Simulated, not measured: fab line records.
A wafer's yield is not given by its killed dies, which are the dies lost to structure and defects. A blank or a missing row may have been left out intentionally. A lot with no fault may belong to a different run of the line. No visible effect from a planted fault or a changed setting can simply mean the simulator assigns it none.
Split-lot trial | flow n5 finfet | 7 lots, 39 wafers read, on a route of 1938 steps

== ON THE SPLIT ==
At N5_GATE_CUT_DESCUM_18 (chemistry O2, time 7 s), the setting time s was moved away from the recipe's 7 s on 15 of the 39 wafers read, by -46.5% to +44.3%. For the rest of the wafers, this setting stayed at what the recipe calls for.

There is no step in the file separating the split from the reading.

== THE READING ==
CAR-EUV_of_GATE_CUT_COAT_07.thk nm (the simulator's own value, which no gauge read), in nm, at N5_GATE_CUT_ETCH_28 (etches underlayer in N2/H2, target depth 13 nm, time 10.4 s). The file does not state a usual value for it. Here, 24 wafers ran the recipe; their average is 14.7 nm with a standard deviation of 0.11 nm.

wafer  | tool, chamber at the split | time s as run, s | against the recipe | CAR-EUV_of_GATE_CUT_COAT_07.thk nm, nm | against lot-mates on the recipe
L076.1 | rie diel-01, 3,1,3,2       | 7                | recipe             | 14.6                                   | -
L076.5 | rie diel-01, 3,1,3,2       | 7                | recipe             | 14.6                                   | -
L076.6 | rie diel-01, 3,1,3,2       | 7                | recipe             | 14.6                                   | -
L076.2 | rie diel-01, 3,1,3,2       | 7                | recipe             | 14.8                                   | -
L076.3 | rie diel-01, 0,2           | 7                | recipe             | 14.8                                   | -
L076.4 | rie diel-01, 0,2           | 7                | recipe             | 14.8                                   | -
L077.1 | rie diel-01, 1             | 7                | recipe             | 14.8                                   | -
L077.5 | rie diel-01, 2,0           | 7                | recipe             | 14.8                                   | -
L077.2 | rie diel-01, 0,1           | 9.593            | +37.0%             | 13.4                                   | -1.3
L077.3 | rie diel-01, 2,0           | 7                | recipe             | 14.6                                   | -
L077.4 | rie diel-01, 3             | 9.593            | +37.0%             | 13.2                                   | -1.5
L077.6 | rie diel-01, 0,1           | 9.593            | +37.0%             | 13.6                                   | -1.1
L080.1 | rie diel-02, 3,1           | 7                | recipe             | 14.4                                   | -
L080.2 | rie diel-02, 2,1,0         | 3.742            | -46.5%             | 16                                     | +1.5
L080.4 | rie diel-02, 2,1,0         | 3.742            | -46.5%             | 16                                     | +1.5
L080.3 | rie diel-02, 2,1,0         | 3.742            | -46.5%             | 16.2                                   | +1.7
L080.5 | rie diel-02, 2             | 7                | recipe             | 14.6                                   | -
L080.6 | rie diel-02, 3,1           | 7                | recipe             | 14.6                                   | -
L084.1 | rie diel-01, 3             | 5.131            | -26.7%             | 15.4                                   | +0.7
L084.2 | rie diel-01, 2             | 5.131            | -26.7%             | 15.4                                   | +0.7
L084.6 | rie diel-01, 3             | 5.131            | -26.7%             | 15.4                                   | +0.7
L084.3 | rie diel-01, 0,1,0         | 7                | recipe             | 14.6                                   | -
L084.5 | rie diel-01, 0,1,0         | 7                | recipe             | 14.6                                   | -
L084.4 | rie diel-01, 0,1,0         | 7                | recipe             | 14.8                                   | -
L086.1 | rie diel-03, 3,2,1         | 7                | recipe             | 14.6                                   | -
L086.2 | rie diel-03, 3,2,1         | 7                | recipe             | 14.8                                   | -
L086.3 | rie diel-03, 3,2,1         | 7                | recipe             | 14.8                                   | -
L093.1 | rie diel-01, 1,2           | 7                | recipe             | 14.8                                   | -
L093.2 | rie diel-01, 0             | 8.753            | +25.0%             | 14                                     | -0.7
L093.3 | rie diel-01, 1,2           | 7                | recipe             | 14.6                                   | -
L093.6 | rie diel-01, 2             | 7                | recipe             | 14.6                                   | -
L093.4 | rie diel-01, 3             | 8.753            | +25.0%             | 13.6                                   | -1.1
L093.5 | rie diel-01, 3             | 8.753            | +25.0%             | 13.6                                   | -1.1
L095.1 | rie diel-03, 3,2,1         | 10.1             | +44.3%             | 13                                     | -1.7
L095.2 | rie diel-03, 3,2,1         | 10.1             | +44.3%             | 13.2                                   | -1.5
L095.3 | rie diel-03, 3,2,1         | 10.1             | +44.3%             | 13.2                                   | -1.5
L095.4 | rie diel-03, 0,3           | 7                | recipe             | 14.8                                   | -
L095.5 | rie diel-03, 0,3           | 7                | recipe             | 14.6                                   | -
L095.6 | rie diel-03, 2             | 7                | recipe             | 14.6                                   | -
If several chambers appear in one row, that row covers several wafers at once and the file leaves open which wafer was in which chamber.

FIT RESULTS
A straight line over all 39 wafers: CAR-EUV_of_GATE_CUT_COAT_07.thk nm changes by -0.0324 nm for each +1% of time s; r = -0.98; the points scatter about the line by 0.13 nm.
The same after taking each lot's own level away (the mean of its wafers on the recipe; 39 wafers): -0.0337 nm for each +1%; r = -0.99; scatter 0.12 nm.
Per that fit: largest time s move, reading shift of 1.6 nm.
From 14.53 to 14.73 nm: that is the span of the lots' own levels, equal to 1.8 times the standard deviation above.
So the lot-to-lot level changes the slope little: the two slopes agree.
Check: +1.55 nm against its lot-mates is what the line predicts for one of the wafers moved furthest among these (-46.5%) when that wafer is left out of the fit. It came out at +1.47 nm against them.

== THE OTHER SPLITS THESE WAFERS WENT THROUGH ==
Other splits were also applied to these wafers ahead of the reading. Each is held against what the fit with the lots' levels taken away leaves over:
other split on the same wafers     | wafers away from the commonest value | r with CAR-EUV_of_GATE_CUT_COAT_07.thk nm (lot level and that fit taken away)
N5_ZERO_LAYER_PECVD_02 time s      | 15                                   | +0.33
N5_SD_EPI_N_ETCH_16 target depth a | 9                                    | +0.13

== THE WHOLE CHAIN: every reading that the file lists as answering this split, in the file's order ==
step                  | what it does                                                | reading                                                                             | change (the file's fit)                | r (the file's)
N5_GATE_CUT_DESCUM_18 | chemistry O2, time 7 s                                      | CAR-EUV_of_GATE_CUT_COAT_07.thk nm (the simulator's own value, which no gauge read) | -0.0346 nm for each +1% of the setting | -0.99
N5_GATE_CUT_ETCH_28   | etches underlayer in N2/H2, target depth 13 nm, time 10.4 s | CAR-EUV_of_GATE_CUT_COAT_07.thk nm (the simulator's own value, which no gauge read) | -0.0339 nm for each +1% of the setting | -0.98

== FILE'S OWN FIT ==
CAR-EUV_of_GATE_CUT_COAT_07.thk nm changes by -0.0339 nm for each +1% of time s, r = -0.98.
